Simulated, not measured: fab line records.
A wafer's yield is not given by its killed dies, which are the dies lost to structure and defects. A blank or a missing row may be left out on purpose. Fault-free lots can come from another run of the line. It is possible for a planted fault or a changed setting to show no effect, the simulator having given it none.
One fault seen from 2 desks | flow n5Finfet | numbers are kept per desk, each desk with only its own; the story behind them comes last

== DESK OF THE TOOL OWNER: pecvd-02 ==
The tool's own readings at N5_BEOL_M2_ILD_DEP_00 (deposits SiOC from DEMS/O2, target thk 79 nm, time 15.3 s): means of the sampled wafers that have a number, for each lot that ran on this tool. If a lot's mean is further than 4 standard deviations from the usual mean, the lot is out of limits and carries the mark OUT (the distance appears in the brackets).
Columns: A = heaterPowerW at N5_BEOL_M2_ILD_DEP_00, usual 488 W; B = showerheadPlenumPTorr at N5_BEOL_M2_ILD_DEP_00, usual 5.689 Torr; C = throttleValvePct at N5_BEOL_M2_ILD_DEP_00, usual 11.8 %
lot  | first seen here | A   | B     | C
L398 | day 7 06:58     | 456 | 5.689 | 11.3
L409 | day 10 00:47    | 482 | 5.690 | 11.5
This desk's verdict: no lot among the 2 shows anything out of limits.

== METROLOGY DESK ==
What the gauges read for every lot (on any tool): the sampled wafers with a number, averaged. If a lot's mean is further than 4 standard deviations from the usual mean, the lot is out of limits and carries the mark OUT (the distance appears in the brackets). Only the readings that lie furthest out on some lot appear, 7 of the 11 it has.
Columns: A = DIBL_N at N5_BEOL_M4_RC_MEAS_101, usual 35.9 mV/V; B = IOFF_N at N5_BEOL_M4_RC_MEAS_101, usual 0.149 nA/um; C = IOFF_P at N5_BEOL_M4_RC_MEAS_101, usual 0.20 nA/um; D = ION_N at N5_BEOL_M4_RC_MEAS_101, usual 671 uA/um; E = SS_P at N5_BEOL_M4_RC_MEAS_101, usual 73.2 mV/dec; F = VT_N at N5_BEOL_M4_RC_MEAS_101, usual 251 mV; G = VT_P at N5_BEOL_M4_RC_MEAS_101, usual -251 mV
lot  | first seen here | A    | B     | C    | D   | E    | F   | G
L398 | day 7 07:02     | 33.7 | 0.116 | 0.14 | 667 | 72.0 | 254 | -259
L409 | day 10 00:51    | 36.9 | 0.165 | 0.21 | 674 | 73.7 | 251 | -251
L416 | day 11 14:06    | 37.5 | 0.216 | 0.26 | 686 | 74.6 | 245 | -249
This desk's verdict: no lot among the 3 shows anything out of limits.

== ALL TOGETHER ==
The desk of the tool owner found nothing out of limits.
Nothing out of limits was seen by the metrology desk.

== WHAT HAD BEEN PUT IN BY THE SIMULATOR ==
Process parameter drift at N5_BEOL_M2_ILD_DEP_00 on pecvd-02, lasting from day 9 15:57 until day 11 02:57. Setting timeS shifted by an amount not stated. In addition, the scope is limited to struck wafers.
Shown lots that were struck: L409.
